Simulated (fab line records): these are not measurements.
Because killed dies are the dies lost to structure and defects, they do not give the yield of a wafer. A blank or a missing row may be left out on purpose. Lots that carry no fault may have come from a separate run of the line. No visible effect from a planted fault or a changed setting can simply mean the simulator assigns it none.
Chamber matching    flow n5 finfet    N5_BEOL_M12_ILD_DEP_00 on pecvd-01 has 3 sister chambers
The step deposits SiOC from DEMS/O2, target thk 658.92 nm, time 130.7 s. 22 wafers are shown with their chamber, then 11 later ones without.

== WAFERS, EACH WITH ITS CHAMBER ==
wafer   chamber  heater power w (W)  throttle valve pct (%)  showerhead plenum p Torr (Torr)
L076.2  1        428                 11.9                    5.715
L076.3  0        542                 11.4                    5.738
L076.6  0        564                 11.3                    5.733
L080.1  0        555                 11.4                    5.716
L080.3  2        735                 11.3                    5.689
L080.4  0        458                 11.4                    5.722
L079.2  1        421                 11.8                    5.717
L079.3  2        706                 11.4                    5.685
L079.5  1        424                 12.1                    5.722
L082.1  2        719                 11.4                    5.683
L082.3  1        426                 11.9                    5.702
L082.6  0        529                 11.3                    5.715
L087.1  1        383                 12.2                    5.713
L087.4  2        699                 11.2                    5.689
L087.5  0        516                 11.3                    5.717
L091.1  1        393                 12.2                    5.725
L091.4  1        419                 11.8                    5.722
L091.6  2        614                 11.5                    5.680
L090.1  1        416                 12.3                    5.696
L090.3  2        714                 11.5                    5.700
L090.6  2        735                 11.3                    5.681
L094.3  2        748                 11.4                    5.685

SIGNATURES (averages over the wafers above)
reading                   chamber 0  chamber 1  chamber 2  scatter within a chamber
heater power w            527.33     413.75     708.75     33.5
throttle valve pct        11.350     12.025     11.375     0.139
showerhead plenum p Torr  5.72350    5.71400    5.68650    0.00884
Rule: for each reading, subtract the chamber's mean from the wafer's reading, divide by that reading's scatter and square the result; add these up over the readings and take the root, which gives the wafer's distance from the chamber. The wafer belongs to the nearest chamber; if the next one is less than 2 further off, it can't be placed. The scatter is the square root of a quotient: the sum, over the shown wafers, of each reading's squared deviation from its chamber's mean, divided by wafers minus chambers.

== WAFERS WITHOUT THEIR CHAMBER ==
wafer   heater power w (W)  throttle valve pct (%)  showerhead plenum p Torr (Torr)
L094.5  600                 11.4                    5.693
L094.6  429                 12.0                    5.716
L093.1  662                 11.3                    5.688
L093.3  351                 12.2                    5.723
L093.5  385                 11.9                    5.722
L095.2  485                 11.4                    5.706
L095.4  586                 11.6                    5.697
L095.5  517                 11.3                    5.699
L097.1  675                 11.6                    5.690
L097.3  529                 11.3                    5.705
L097.4  542                 11.6                    5.718

== CHAMBER TAKEN BY EACH ==
wafer   from the rows above      in truth
L094.5  can't be placed: 2 or 0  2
L094.6  1                        1
L093.1  2                        2
L093.3  1                        1
L093.5  1                        1
L095.2  0                        0
L095.4  can't be placed: 0 or 2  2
L095.5  0                        0
L097.1  2                        2
L097.3  0                        0
L097.4  0                        0
Correct placement for 9 of the 11. Can't be placed from these rows: 2 (the true chamber is among the candidates in 2). Placed wrongly: 0.
